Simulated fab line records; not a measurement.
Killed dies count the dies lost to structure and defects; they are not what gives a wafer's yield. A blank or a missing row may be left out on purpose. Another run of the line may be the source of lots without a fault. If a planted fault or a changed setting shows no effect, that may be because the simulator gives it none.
fab line records + flow n5Finfet + part 1 of 2: steps 1 to 3 of 6
record
- lots=24
- wafers=72
- lastDay=18
route steps=1938 shown BEOL_M11@1537
lots that met no fault: from a run of the same line without faults
startH: start of the lot's first displayed wafer, in hours after the record's first day + waitH: hours elapsed since this lot's preceding step + " the same as in the row above + L1.1+2: several wafers, shown together as one row + - no value, or no start given + * or withheld: withheld + < > ~ a bound
route shown NAME@n: NAME is a module with steps in the file, n the number in the route of the first one + usual: mean/standard deviation of fault-free wafers + same: alike in all rows + chamber/n: place in a boat + sites: the reading at each site + _std_site: the standard deviation of these + _edge_site: inner sites' mean taken away from outer sites' mean + radiusMm: how far each site lies from the wafer's centre + mask NAME#n: copy n + behind: the tool/chamber that last shaped the wafer + hold: reason for holding the lot/hours on hold/outcome of the hold + device: which transistor (n, p or np) failed to switch + end of line: tests run on the same wafers once the route is complete + a step without rows: its recipe alone + killed: dies lost to structure and defects at the first sort, not the wafer's yield + map: dies across one wafer; x = killed, . = not, _ = none there
set.NAME: the run value of the setting; set.NAME@STEP: its run value at that earlier step + model.NAME: the simulator's own value behind a step, which no gauge read
the route's steps for a sample of lots (tables are steps, rows are wafers)
services: a tool's chamber out of use, with start hour (startH, from the record's first day; less than 0 if before it), hours out, and reason
## steps
# step N5_BEOL_M11_CURE_71
# recipe
- tempC=385
- timeS=240
- ambient=He/Ar
- material=SiCOH_lowk
# usual
- lampPowerPct=52.30/0.053
- wafer_temp_C_max=386.8/0.77
| lot.wafer | tool      | chamber | startH | waitH | lampPowerPct | wafer_temp_C_max |
|-----------|-----------|---------|--------|-------|--------------|------------------|
| L074.3    | uvCure-02 | 0       | 223.86 | 0.2   | 52.35        | 386.0            |
| L074.4    | "         | 0       | "      | "     | 52.31        | 386.1            |
| L074.5    | "         | 0       | "      | "     | 52.17        | 386.2            |
| L075.1    | uvCure-03 | 1       | 244.93 | 0.0   | 52.29        | 387.8            |
| L075.2    | "         | 1       | "      | "     | 52.33        | 387.7            |
| L075.5    | "         | 1       | "      | "     | 52.31        | 387.6            |
| L076.2    | uvCure-01 | 1       | 254.23 | 0.3   | 52.36        | 386.3            |
| L076.3    | "         | 1       | "      | "     | 52.32        | 386.4            |
| L076.4    | "         | 1       | "      | "     | 52.30        | 386.3            |
| L077.1    | uvCure-01 | 1       | 257.49 | 0.2   | 52.25        | 386.4            |
| L077.3    | "         | 1       | "      | "     | 52.35        | 385.9            |
| L077.4    | "         | 1       | "      | "     | 52.36        | 386.4            |
| L078.1    | uvCure-02 | 1       | 266.36 | 0.0   | 52.20        | 386.7            |
| L078.2    | "         | 1       | "      | "     | 52.25        | 386.7            |
| L078.5    | "         | 1       | "      | "     | 52.28        | 386.8            |
| L079.2    | uvCure-02 | 0       | 270.32 | 0.2   | 52.27        | 386.9            |
| L079.4    | "         | 0       | "      | "     | 52.34        | 386.1            |
| L079.6    | "         | 0       | "      | "     | 52.35        | 386.9            |
| L081.1    | uvCure-02 | 1       | 282.29 | 0.4   | 52.37        | 387.0            |
| L081.3    | "         | 1       | "      | "     | 52.29        | 386.7            |
| L081.6    | "         | 1       | "      | "     | 52.23        | 386.9            |
| L080.1    | uvCure-01 | 0       | 282.40 | 0.2   | 52.30        | 387.3            |
| L080.2    | "         | 0       | "      | "     | 52.25        | 386.7            |
| L080.4    | "         | 0       | "      | "     | 52.32        | 387.0            |
| L083.1    | uvCure-02 | 2       | 283.05 | 0.0   | 52.24        | 385.4            |
| L083.3    | "         | 2       | "      | "     | 52.34        | 386.3            |
| L083.4    | "         | 2       | "      | "     | 52.32        | 386.5            |
| L084.1    | uvCure-02 | 0       | 290.10 | 0.0   | 52.31        | 385.4            |
| L084.3    | "         | 0       | "      | "     | 52.28        | 385.8            |
| L084.6    | "         | 0       | "      | "     | 52.33        | 385.9            |
| L082.1    | uvCure-01 | 0       | 293.45 | 0.0   | 52.33        | 386.3            |
| L082.3    | "         | 0       | "      | "     | 52.26        | 386.9            |
| L082.5    | "         | 0       | "      | "     | 52.31        | 386.4            |
| L086.4    | uvCure-03 | 1       | 303.17 | 0.3   | 52.35        | 387.8            |
| L086.5    | "         | 1       | "      | "     | 52.31        | 387.9            |
| L086.6    | "         | 1       | "      | "     | 52.28        | 387.6            |
| L085.3    | uvCure-03 | 2       | 305.06 | 0.4   | 52.25        | 387.3            |
| L085.4    | "         | 2       | "      | "     | 52.25        | 386.4            |
| L085.5    | "         | 2       | "      | "     | 52.33        | 386.4            |
| L088.2    | uvCure-03 | 2       | 325.31 | 0.1   | 52.39        | 386.2            |
| L088.4    | "         | 2       | "      | "     | 52.24        | 386.0            |
| L088.5    | "         | 2       | "      | "     | 52.33        | 386.1            |
| L087.1    | uvCure-02 | 2       | 332.43 | 0.0   | 52.29        | 386.0            |
| L087.2    | "         | 2       | "      | "     | 52.33        | 386.0            |
| L087.5    | "         | 2       | "      | "     | 52.33        | 386.6            |
| L089.1    | uvCure-01 | 0       | 336.29 | 0.0   | 52.32        | 386.8            |
| L089.5    | "         | 0       | "      | "     | 52.28        | 386.3            |
| L089.6    | "         | 0       | "      | "     | 52.39        | 386.5            |
| L090.1    | uvCure-02 | 1       | 340.27 | 0.0   | 52.27        | 386.3            |
| L090.2    | "         | 1       | "      | "     | 52.35        | 387.3            |
| L090.5    | "         | 1       | "      | "     | 52.23        | 386.2            |
| L091.2    | uvCure-01 | 1       | 340.73 | 0.2   | 52.27        | 386.6            |
| L091.3    | "         | 1       | "      | "     | 52.26        | 386.0            |
| L091.6    | "         | 1       | "      | "     | 52.35        | 386.2            |
| L092.1    | uvCure-02 | 1       | 360.45 | 0.0   | 52.36        | 387.7            |
| L092.3    | "         | 1       | "      | "     | 52.32        | 386.9            |
| L092.4    | "         | 1       | "      | "     | 52.38        | 387.1            |
| L093.3    | uvCure-03 | 1       | 369.08 | 0.2   | 52.28        | 389.8            |
| L093.5    | "         | 1       | "      | "     | 52.24        | 387.9            |
| L093.6    | "         | 1       | "      | "     | 52.36        | 388.0            |
| L096.1    | uvCure-02 | 1       | 370.38 | 0.0   | 52.31        | 386.9            |
| L096.2    | "         | 1       | "      | "     | 52.38        | 387.7            |
| L096.4    | "         | 1       | "      | "     | 52.26        | 386.8            |
| L095.2    | uvCure-01 | 1       | 370.81 | 0.1   | 52.33        | 386.5            |
| L095.3    | "         | 1       | "      | "     | 52.38        | 386.2            |
| L095.5    | "         | 1       | "      | "     | 52.19        | 386.6            |
| L094.1    | uvCure-03 | 0       | 371.17 | 0.0   | 52.18        | 387.3            |
| L094.2    | "         | 0       | "      | "     | 52.37        | 387.9            |
| L094.6    | "         | 0       | "      | "     | 52.29        | 387.4            |
| L097.1    | uvCure-02 | 1       | 391.52 | 0.0   | 52.39        | 386.9            |
| L097.4    | "         | 1       | "      | "     | 52.22        | 387.1            |
| L097.6    | "         | 1       | "      | "     | 52.22        | 386.9            |
# step N5_BEOL_M11_PECVD_70
# recipe
- material=SiO2
- targetThkA=200
- tempC=400
- precursor=TEOS/O2
- pressureTorr=5.5
- rfW=450
- teosFlowSccm=53.8
- gas=O2
- flowSccm=3000
- timeS=22.7
# usual
- heaterPowerW=724/100
- showerheadPlenumPTorr=8.75/0.079
- throttleValvePct=21.8/0.88
| lot.wafer | tool     | chamber | startH | waitH | heaterPowerW | showerheadPlenumPTorr | throttleValvePct |
|-----------|----------|---------|--------|-------|--------------|-----------------------|------------------|
| L074.3    | pecvd-04 | 1       | 224.25 | 0.0   | 772          | 8.71                  | 21.7             |
| L074.4    | "        | 1       | "      | "     | 789          | 8.70                  | 21.8             |
| L074.5    | "        | 2       | "      | "     | 703          | 8.84                  | 20.7             |
| L075.1    | pecvd-03 | 2       | 245.48 | 0.0   | 547          | 8.64                  | 19.9             |
| L075.2    | "        | 0       | "      | "     | 707          | 8.75                  | 21.6             |
| L075.5    | "        | 2       | "      | "     | 554          | 8.66                  | 20.0             |
| L076.2    | pecvd-04 | 1       | 254.70 | 0.0   | 885          | 8.68                  | 22.0             |
| L076.3    | "        | 0       | "      | "     | 590          | 8.65                  | 23.3             |
| L076.4    | "        | 0       | "      | "     | 618          | 8.66                  | 23.0             |
| L077.1    | pecvd-03 | 0       | 258.10 | 0.1   | 703          | 8.75                  | 22.0             |
| L077.3    | "        | 2       | "      | "     | 562          | 8.64                  | 20.4             |
| L077.4    | "        | 0       | "      | "     | 699          | 8.76                  | 21.7             |
| L078.1    | pecvd-01 | 0       | 266.91 | 0.0   | 743          | 8.74                  | 22.2             |
| L078.2    | "        | 1       | "      | "     | 729          | 8.70                  | 22.4             |
| L078.5    | "        | 1       | "      | "     | 707          | 8.72                  | 22.5             |
| L079.2    | pecvd-01 | 1       | 271.19 | 0.0   | 636          | 8.72                  | 22.4             |
| L079.4    | "        | 0       | "      | "     | 794          | 8.76                  | 22.3             |
| L079.6    | "        | 1       | "      | "     | 616          | 8.71                  | 22.6             |
| L081.1    | pecvd-04 | 1       | 282.84 | 0.0   | 823          | 8.71                  | 21.7             |
| L081.3    | "        | 0       | "      | "     | 556          | 8.66                  | 23.2             |
| L081.6    | "        | 2       | "      | "     | 839          | 8.83                  | 20.6             |
| L080.1    | pecvd-04 | 0       | 283.43 | 0.0   | 590          | 8.67                  | 22.9             |
| L080.2    | "        | 2       | "      | "     | 775          | 8.83                  | 20.7             |
| L080.4    | "        | 2       | "      | "     | 798          | 8.83                  | 20.6             |
| L083.1    | pecvd-01 | 2       | 283.60 | 0.0   | 824          | 8.75                  | 21.8             |
| L083.3    | "        | 1       | "      | "     | 703          | 8.73                  | 22.7             |
| L083.4    | "        | 0       | "      | "     | 824          | 8.78                  | 22.4             |
| L084.1    | pecvd-03 | 1       | 290.65 | 0.0   | 767          | 8.92                  | 21.9             |
| L084.3    | "        | 2       | "      | "     | 547          | 8.62                  | 20.3             |
| L084.6    | "        | 1       | "      | "     | 781          | 8.94                  | 21.7             |
| L082.1    | pecvd-04 | 0       | 294.00 | 0.0   | 665          | 8.66                  | 23.3             |
| L082.3    | "        | 2       | "      | "     | 759          | 8.84                  | 20.5             |
| L082.5    | "        | 2       | "      | "     | 750          | 8.84                  | 20.5             |
| L086.4    | pecvd-01 | 0       | 303.50 | 0.1   | 756          | 8.78                  | 22.4             |
| L086.5    | "        | 1       | "      | "     | 725          | 8.70                  | 22.3             |
| L086.6    | "        | 2       | "      | "     | 811          | 8.76                  | 21.5             |
| L085.3    | pecvd-04 | 1       | 305.45 | 0.0   | 802          | 8.69                  | 22.0             |
| L085.4    | "        | 2       | "      | "     | 767          | 8.84                  | 20.4             |
| L085.5    | "        | 0       | "      | "     | 665          | 8.67                  | 23.3             |
| L088.2    | pecvd-03 | 0       | 325.78 | 0.0   | 649          | 8.75                  | 21.9             |
| L088.4    | "        | 0       | "      | "     | 641          | 8.76                  | 21.9             |
| L088.5    | "        | 1       | "      | "     | 854          | 8.94                  | 21.6             |
| L087.1    | pecvd-01 | 1       | 332.98 | 0.0   | 688          | 8.71                  | 22.7             |
| L087.2    | "        | 2       | "      | "     | 845          | 8.77                  | 22.0             |
| L087.5    | "        | 2       | "      | "     | 848          | 8.74                  | 21.9             |
| L089.1    | pecvd-01 | 2       | 336.84 | 0.0   | 731          | 8.75                  | 22.2             |
| L089.5    | "        | 0       | "      | "     | 689          | 8.76                  | 22.4             |
| L089.6    | "        | 1       | "      | "     | 647          | 8.72                  | 22.5             |
| L090.1    | pecvd-03 | 2       | 340.81 | 0.0   | 617          | 8.64                  | 20.3             |
| L090.2    | "        | 1       | "      | "     | 761          | 8.94                  | 21.7             |
| L090.5    | "        | 2       | "      | "     | 603          | 8.65                  | 20.3             |
| L091.2    | pecvd-04 | 1       | 341.20 | 0.0   | 903          | 8.72                  | 21.7             |
| L091.3    | "        | 2       | "      | "     | 828          | 8.80                  | 20.6             |
| L091.6    | "        | 2       | "      | "     | 845          | 8.83                  | 20.7             |
| L092.1    | pecvd-01 | 0       | 361.00 | 0.0   | 675          | 8.74                  | 22.3             |
| L092.3    | "        | 2       | "      | "     | 850          | 8.76                  | 21.9             |
| L092.4    | "        | 0       | "      | "     | 688          | 8.75                  | 22.2             |
| L093.3    | pecvd-03 | 0       | 369.47 | 0.0   | 645          | 8.75                  | 22.0             |
| L093.5    | "        | 2       | "      | "     | 535          | 8.66                  | 20.0             |
| L093.6    | "        | 0       | "      | "     | 628          | 8.78                  | 22.0             |
| L096.1    | pecvd-04 | 0       | 370.93 | 0.0   | 616          | 8.66                  | 23.1             |
| L096.2    | "        | 1       | "      | "     | 885          | 8.70                  | 21.8             |
| L096.4    | "        | 0       | "      | "     | 622          | 8.67                  | 23.0             |
| L095.2    | pecvd-01 | 0       | 371.28 | 0.0   | 754          | 8.74                  | 22.1             |
| L095.3    | "        | 2       | "      | "     | 838          | 8.77                  | 21.8             |
| L095.5    | "        | 2       | "      | "     | 836          | 8.75                  | 22.3             |
| L094.1    | pecvd-04 | 0       | 371.72 | 0.0   | 614          | 8.64                  | 23.1             |
| L094.2    | "        | 1       | "      | "     | 839          | 8.70                  | 21.7             |
| L094.6    | "        | 1       | "      | "     | 815          | 8.70                  | 21.8             |
| L097.1    | pecvd-04 | 2       | 392.07 | 0.0   | 754          | 8.84                  | 20.7             |
| L097.4    | "        | 1       | "      | "     | 808          | 8.67                  | 21.6             |
| L097.6    | "        | 0       | "      | "     | 648          | 8.66                  | 23.2             |
# step N5_BEOL_M11_STRIP_36
# recipe
- chemistry=N2/H2
- powerW=450
- tempC=40
- pressureMtorr=20
- rfFrequencyHz=6e+07
- overashFraction=0.3
- biasPowerW=7
- h2Frac=0.5
- n2FlowSccm=200
- h2FlowSccm=200
# usual
- chamberPressureMTorr=20.00/0.043
- drypumpMotorCurrentA=5.5/0.33
- oesProductAu=0.81/0.083
- rfVppV=59.1/1.9
- showerheadPlenumPTorr=2.56/0.093
- tempC=40.01/0.13
- throttleValvePct=23.54/0.3
| lot.wafer | tool       | chamber | startH | waitH | chamberPressureMTorr | drypumpMotorCurrentA | oesProductAu | rfHoursCounterH | rfVppV | showerheadPlenumPTorr | tempC | throttleValvePct |
|-----------|------------|---------|--------|-------|----------------------|----------------------|--------------|-----------------|--------|-----------------------|-------|------------------|
| L074.3    | rieDiel-04 | 3       | 228.79 | 0.0   | 20.03                | 5.2                  | 0.92         | 14              | 61.2   | 2.71                  | 40.19 | 23.23            |
| L074.4    | "          | 2       | "      | "     | 19.94                | 5.5                  | 0.74         | 177             | 58.6   | 2.64                  | 39.93 | 23.58            |
| L074.5    | "          | 0       | "      | "     | 19.96                | 4.9                  | 0.72         | -               | 58.4   | 2.63                  | 40.06 | 23.53            |
| L075.1    | rieDiel-01 | 0       | 251.32 | 0.0   | 19.96                | 5.9                  | 0.82         | 85              | 55.3   | 2.56                  | 40.06 | 23.23            |
| L075.2    | "          | 2       | "      | "     | 20.01                | 5.4                  | 0.84         | 63              | 57.5   | 2.47                  | 40.01 | 23.09            |
| L075.5    | "          | 3       | "      | "     | 20.00                | 5.3                  | 0.93         | -               | 59.1   | 2.49                  | 39.86 | 23.25            |
| L076.2    | rieDiel-04 | 3       | 256.57 | 0.0   | 19.99                | 5.2                  | 0.91         | 22              | 56.3   | 2.71                  | 39.89 | 23.29            |
| L076.3    | "          | 1       | "      | "     | 20.00                | 5.3                  | 0.82         | 79              | 62.8   | 2.46                  | 39.69 | 23.80            |
| L076.4    | "          | 0       | "      | "     | 19.98                | 5.0                  | 0.70         | 216             | 58.5   | 2.63                  | 40.10 | 23.54            |
| L077.1    | rieDiel-01 | 3       | 262.76 | 0.0   | 20.03                | 5.3                  | 0.91         | 20              | 61.7   | 2.48                  | 39.99 | 23.27            |
| L077.3    | "          | 1       | "      | "     | 20.03                | 5.8                  | 0.70         | 237             | 56.7   | 2.50                  | 40.07 | 24.27            |
| L077.4    | "          | 0       | "      | "     | 20.03                | 5.8                  | 0.80         | -               | 60.7   | 2.56                  | 40.15 | 23.20            |
| L078.1    | rieDiel-01 | 0       | 270.36 | 0.0   | 20.06                | 5.9                  | 0.80         | 92              | 56.4   | 2.56                  | 39.88 | 23.22            |
| L078.2    | "          | 1       | "      | "     | 19.98                | 5.8                  | 0.69         | 240             | 60.7   | 2.50                  | 39.78 | 24.25            |
| L078.5    | "          | 1       | "      | "     | 20.04                | 5.8                  | 0.70         | -               | 54.9   | 2.50                  | 39.81 | 24.27            |
| L079.2    | rieDiel-04 | 3       | 273.74 | 0.0   | 19.97                | 5.2                  | 0.91         | 27              | 59.3   | 2.71                  | 39.92 | 23.32            |
| L079.4    | "          | 1       | "      | "     | 20.08                | 5.2                  | 0.84         | 85              | 59.3   | 2.45                  | 40.18 | 23.80            |
| L079.6    | "          | 0       | "      | "     | 20.04                | 5.0                  | 0.72         | -               | 58.1   | 2.63                  | 40.04 | 23.55            |
| L081.1    | rieDiel-04 | 1       | 287.28 | 0.0   | 20.05                | 5.2                  | 0.83         | 90              | 57.8   | 2.45                  | 39.99 | 23.84            |
| L081.3    | "          | 0       | "      | "     | 20.06                | 5.0                  | 0.69         | 226             | 57.4   | 2.62                  | 39.98 | 23.55            |
| L081.6    | "          | 1       | "      | "     | 19.97                | 5.2                  | 0.82         | -               | 59.5   | 2.45                  | 39.97 | 23.78            |
| L080.1    | rieDiel-04 | 3       | 288.44 | 0.0   | 19.93                | 5.2                  | 0.88         | 32              | 60.6   | 2.71                  | 40.01 | 23.29            |
| L080.2    | "          | 0       | "      | "     | 19.96                | 4.9                  | 0.71         | 227             | 57.5   | 2.62                  | 40.14 | 23.57            |
| L080.4    | "          | 1       | "      | "     | 20.09                | 5.2                  | 0.80         | 90              | 56.5   | 2.45                  | 40.12 | 23.81            |
| L083.1    | rieDiel-02 | 0       | 288.70 | 0.0   | 20.08                | 5.8                  | 0.69         | 249             | 62.2   | 2.59                  | 40.10 | 23.92            |
| L083.3    | "          | 2       | "      | "     | 19.94                | 6.0                  | 0.71         | 194             | 60.1   | 2.42                  | 39.97 | 23.97            |
| L083.4    | "          | 3       | "      | "     | 20.01                | 5.9                  | 0.69         | 246             | 56.5   | 2.60                  | 39.79 | 23.82            |
| L084.1    | rieDiel-01 | 0       | 295.08 | 0.0   | 20.03                | 5.9                  | 0.79         | 99              | 64.1   | 2.55                  | 39.93 | 23.24            |
| L084.3    | "          | 3       | "      | "     | 20.04                | 5.3                  | 0.91         | 29              | 57.0   | 2.48                  | 39.80 | 23.27            |
| L084.6    | "          | 2       | "      | "     | 20.01                | 5.4                  | 0.82         | -               | 61.9   | 2.47                  | 39.80 | 23.10            |
| L082.1    | rieDiel-02 | 2       | 300.64 | 0.0   | 19.99                | 6.0                  | 0.71         | 198             | 60.3   | 2.42                  | 40.09 | 24.00            |
| L082.3    | "          | 3       | "      | "     | 19.95                | 5.8                  | 0.68         | 249             | 58.2   | 2.60                  | 40.16 | 23.80            |
| L082.5    | "          | 3       | "      | "     | 19.96                | 5.9                  | 0.68         | -               | 55.1   | 2.60                  | 40.22 | 23.83            |
| L086.4    | rieDiel-04 | 2       | 308.99 | 0.0   | 20.02                | 5.4                  | 0.74         | 201             | 62.1   | 2.63                  | 40.05 | 23.55            |
| L086.5    | "          | 1       | "      | "     | 20.07                | 5.2                  | 0.82         | -               | 61.4   | 2.45                  | 40.07 | 23.85            |
| L086.6    | "          | 2       | "      | "     | 20.03                | 5.5                  | 0.74         | -               | 57.5   | 2.63                  | 40.05 | 23.54            |
| L085.3    | rieDiel-04 | 2       | 311.95 | 0.0   | 20.09                | 5.5                  | 0.73         | 202             | 56.8   | 2.63                  | 40.23 | 23.61            |
| L085.4    | "          | 3       | "      | "     | 20.02                | 5.2                  | 0.86         | 38              | 61.3   | 2.70                  | 40.08 | 23.30            |
| L085.5    | "          | 3       | "      | "     | 19.94                | 5.2                  | 0.88         | -               | 59.8   | 2.70                  | 40.05 | 23.31            |
| L088.2    | rieDiel-04 | 0       | 329.71 | 0.0   | 19.97                | 4.9                  | 0.71         | 237             | 58.4   | 2.62                  | 40.06 | 23.56            |
| L088.4    | "          | 2       | "      | "     | 19.99                | 5.5                  | 0.73         | 206             | 56.8   | 2.63                  | 39.88 | 23.56            |
| L088.5    | "          | 3       | "      | "     | 20.00                | 5.2                  | 0.84         | -               | 58.2   | 2.70                  | 40.23 | 23.29            |
| L087.1    | rieDiel-01 | 3       | 337.34 | 0.0   | 20.00                | 5.3                  | 0.87         | 44              | 60.4   | 2.48                  | 40.04 | 23.33            |
| L087.2    | "          | 0       | "      | "     | 20.01                | 6.0                  | 0.78         | 114             | 60.7   | 2.55                  | 40.10 | 23.25            |
| L087.5    | "          | 2       | "      | "     | 20.02                | 5.3                  | 0.81         | -               | 61.0   | 2.46                  | 39.76 | 23.11            |
| L089.1    | rieDiel-01 | 2       | 339.92 | 0.0   | 20.01                | 5.3                  | 0.79         | 90              | 58.0   | 2.46                  | 39.95 | 23.13            |
| L089.5    | "          | 2       | "      | "     | 19.95                | 5.3                  | 0.80         | -               | 56.9   | 2.46                  | 40.06 | 23.17            |
| L089.6    | "          | 3       | "      | "     | 20.06                | 5.3                  | 0.86         | -               | 60.8   | 2.47                  | 40.10 | 23.30            |
| L090.1    | rieDiel-02 | 2       | 346.09 | 0.0   | 20.03                | 6.0                  | 0.68         | 216             | 61.0   | 2.41                  | 39.96 | 23.99            |
| L090.2    | "          | 1       | "      | "     | 19.91                | 5.7                  | 0.86         | 67              | 55.3   | 2.67                  | 39.86 | 23.35            |
| L090.5    | "          | 1       | "      | "     | 19.99                | 5.7                  | 0.87         | -               | 55.1   | 2.67                  | 39.90 | 23.37            |
| L091.2    | rieDiel-02 | 0       | 346.55 | 0.0   | 19.89                | 5.8                  | 0.92         | 12              | 60.8   | 2.59                  | 39.90 | 23.57            |
| L091.3    | "          | 1       | "      | "     | 20.04                | 5.7                  | 0.87         | 68              | 57.3   | 2.67                  | 40.06 | 23.36            |
| L091.6    | "          | 2       | "      | "     | 20.08                | 6.0                  | 0.69         | -               | 56.8   | 2.41                  | 39.97 | 24.00            |
| L092.1    | rieDiel-02 | 0       | 367.56 | 0.0   | 20.04                | 5.8                  | 0.92         | 18              | 60.3   | 2.59                  | 39.95 | 23.57            |
| L092.3    | "          | 2       | "      | "     | 19.99                | 6.0                  | 0.69         | 222             | 60.9   | 2.41                  | 39.94 | 24.02            |
| L092.4    | "          | 3       | "      | "     | 19.98                | 6.0                  | 0.95         | 5               | 60.6   | 2.59                  | 40.02 | 23.42            |
| L093.3    | rieDiel-04 | 1       | 372.13 | 0.0   | 19.98                | 5.2                  | 0.80         | 114             | 59.4   | 2.44                  | 40.22 | 23.84            |
| L093.5    | "          | 3       | "      | "     | 19.97                | 5.2                  | 0.86         | -               | 58.8   | 2.69                  | 40.02 | 23.33            |
| L093.6    | "          | 2       | "      | "     | 19.98                | 5.5                  | 0.71         | -               | 62.3   | 2.62                  | 40.23 | 23.61            |
| L095.2    | rieDiel-04 | 2       | 376.66 | 0.0   | 19.99                | 5.4                  | 0.72         | 222             | 57.8   | 2.62                  | 39.85 | 23.55            |
| L095.3    | "          | 1       | "      | "     | 20.00                | 5.2                  | 0.80         | 116             | 60.0   | 2.44                  | 40.03 | 23.83            |
| L095.5    | "          | 3       | "      | "     | 20.00                | 5.2                  | 0.84         | -               | 61.9   | 2.69                  | 39.80 | 23.35            |
| L096.1    | rieDiel-01 | 0       | 377.28 | 0.0   | 20.04                | 5.9                  | 0.76         | 127             | 58.9   | 2.55                  | 39.93 | 23.31            |
| L096.2    | "          | 2       | "      | "     | 20.03                | 5.4                  | 0.79         | 100             | 59.1   | 2.46                  | 40.22 | 23.17            |
| L096.4    | "          | 3       | "      | "     | 19.96                | 5.3                  | 0.85         | 57              | 58.4   | 2.47                  | 40.08 | 23.29            |
| L094.1    | rieDiel-02 | 1       | 377.59 | 0.0   | 20.01                | 5.7                  | 0.87         | 77              | 59.3   | 2.67                  | 39.82 | 23.37            |
| L094.2    | "          | 0       | "      | "     | 20.06                | 5.8                  | 0.92         | 20              | 59.1   | 2.58                  | 39.96 | 23.65            |
| L094.6    | "          | 0       | "      | "     | 20.04                | 5.8                  | 0.92         | -               | 60.4   | 2.58                  | 40.11 | 23.57            |
| L097.1    | rieDiel-04 | 3       | 396.20 | 0.0   | 19.98                | 5.1                  | 0.83         | 64              | 60.2   | 2.69                  | 40.09 | 23.32            |
| L097.4    | "          | 2       | "      | "     | 20.01                | 5.5                  | 0.71         | 229             | 61.2   | 2.62                  | 40.02 | 23.62            |
| L097.6    | "          | 1       | "      | "     | 19.96                | 5.2                  | 0.80         | -               | 58.8   | 2.44                  | 40.07 | 23.88            |
